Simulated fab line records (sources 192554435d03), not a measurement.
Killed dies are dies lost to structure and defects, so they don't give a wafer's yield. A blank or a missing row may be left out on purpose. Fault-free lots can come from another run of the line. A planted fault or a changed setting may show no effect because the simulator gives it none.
Lot-split experiment    flow n5_finfet    39 wafers read from 7 lots, route of 1938 steps

## SPLIT DETAILS
At N5_FIN_CUT_CUT_ETCH_26 (etches SiNx in CH3F/O2, target depth 39 nm, time 55.7 s), the setting target_depth_a was moved away from the recipe's 390 angstrom on 15 of the 39 wafers read, by -11.6% to +9.4%. This setting was run at the recipe's value on the other wafers.

The split's own step is where the reading is taken.

## THE READING
etch.depth_nm (the simulator's own value, which no gauge read), in nm, at N5_FIN_CUT_CUT_ETCH_26 (etches SiNx in CH3F/O2, target depth 39 nm, time 55.7 s). There is no usual value for it anywhere in the file. The 24 wafers here that ran the recipe average 39.10 nm, standard deviation 0.84 nm.

wafer   tool, chamber at the split  target_depth_a as run, angstrom  against the recipe  etch.depth_nm, nm  against lot-mates on the recipe
L075.1  rie_diel-04, 3              426.5                            +9.4%               42.68              +4.99
L075.2  rie_diel-04, 0              426.5                            +9.4%               42.45              +4.76
L075.3  rie_diel-04, 2              390                              recipe              38.35              -
L075.4  rie_diel-04, 1              390                              recipe              37.28              -
L075.5  rie_diel-04, 1              390                              recipe              37.45              -
L075.6  rie_diel-04, 2              426.5                            +9.4%               41.77              +4.08
L079.1  rie_diel-06, 0              409.9                            +5.1%               40.85              +1.55
L079.2  rie_diel-06, 1              390                              recipe              39.88              -
L079.3  rie_diel-06, 3              390                              recipe              38.58              -
L079.4  rie_diel-06, 2              409.9                            +5.1%               41.28              +1.98
L079.5  rie_diel-06, 3              409.9                            +5.1%               40.68              +1.38
L079.6  rie_diel-06, 2              390                              recipe              39.43              -
L081.1  rie_diel-02, 1              390                              recipe              39.58              -
L081.2  rie_diel-02, 3              390                              recipe              39.29              -
L081.3  rie_diel-02, 0              390                              recipe              38.25              -
L081.4  rie_diel-02, 2              390                              recipe              39.5               -
L081.5  rie_diel-02, 2              390                              recipe              39.13              -
L081.6  rie_diel-02, 1              390                              recipe              39.97              -
L087.1  rie_diel-06, 2              390                              recipe              39.07              -
L087.2  rie_diel-06, 0              354.3                            -9.2%               35.34              -4.22
L087.3  rie_diel-06, 3              354.3                            -9.2%               35.03              -4.53
L087.4  rie_diel-06, 1              390                              recipe              39.9               -
L087.5  rie_diel-06, 0              354.3                            -9.2%               35.85              -3.71
L087.6  rie_diel-06, 1              390                              recipe              39.72              -
L089.3  rie_diel-06, 3              390                              recipe              38.34              -
L089.4  rie_diel-06, 1              390                              recipe              39.94              -
L089.6  rie_diel-06, 1              390                              recipe              40.2               -
L091.1  rie_diel-02, 0              344.9                            -11.6%              33.66              -5.22
L091.2  rie_diel-02, 1              344.9                            -11.6%              34.77              -4.11
L091.3  rie_diel-02, 3              344.9                            -11.6%              34.81              -4.07
L091.4  rie_diel-02, 0              390                              recipe              37.78              -
L091.5  rie_diel-02, 3              390                              recipe              39.34              -
L091.6  rie_diel-02, 1              390                              recipe              39.52              -
L097.1  rie_diel-02, 1              390                              recipe              39.99              -
L097.2  rie_diel-02, 3              371.7                            -4.7%               37.96              -1.33
L097.3  rie_diel-02, 2              371.7                            -4.7%               37.87              -1.42
L097.4  rie_diel-02, 0              390                              recipe              38.15              -
L097.5  rie_diel-02, 2              371.7                            -4.7%               38.16              -1.13
L097.6  rie_diel-02, 1              390                              recipe              39.74              -

FIT RESULTS
A straight line over all 39 wafers: etch.depth_nm changes by +0.374 nm for each +1% of target_depth_a; r = +0.93; the points scatter about the line by 0.76 nm.
The same after taking each lot's own level away (the mean of its wafers on the recipe; 39 wafers): +0.419 nm for each +1%; r = +0.96; scatter 0.64 nm.
That fit puts the effect of the largest move of target_depth_a on the reading at 4.8 nm.
Across the lots, their own levels run from 37.693 to 39.563 nm, a range of 2.2 times the standard deviation given above.
Thus the slope moves with the lot-to-lot level: the two fits are different.
Check: with one of the wafers moved furthest among these (-11.6%) left out of the fit, the line predicts -4.71 nm for it against its lot-mates. Against them it came out at -5.22 nm.

## THE FILE'S OWN FIT
etch.depth_nm changes by +0.417 nm for each +1% of target_depth_a, r = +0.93.
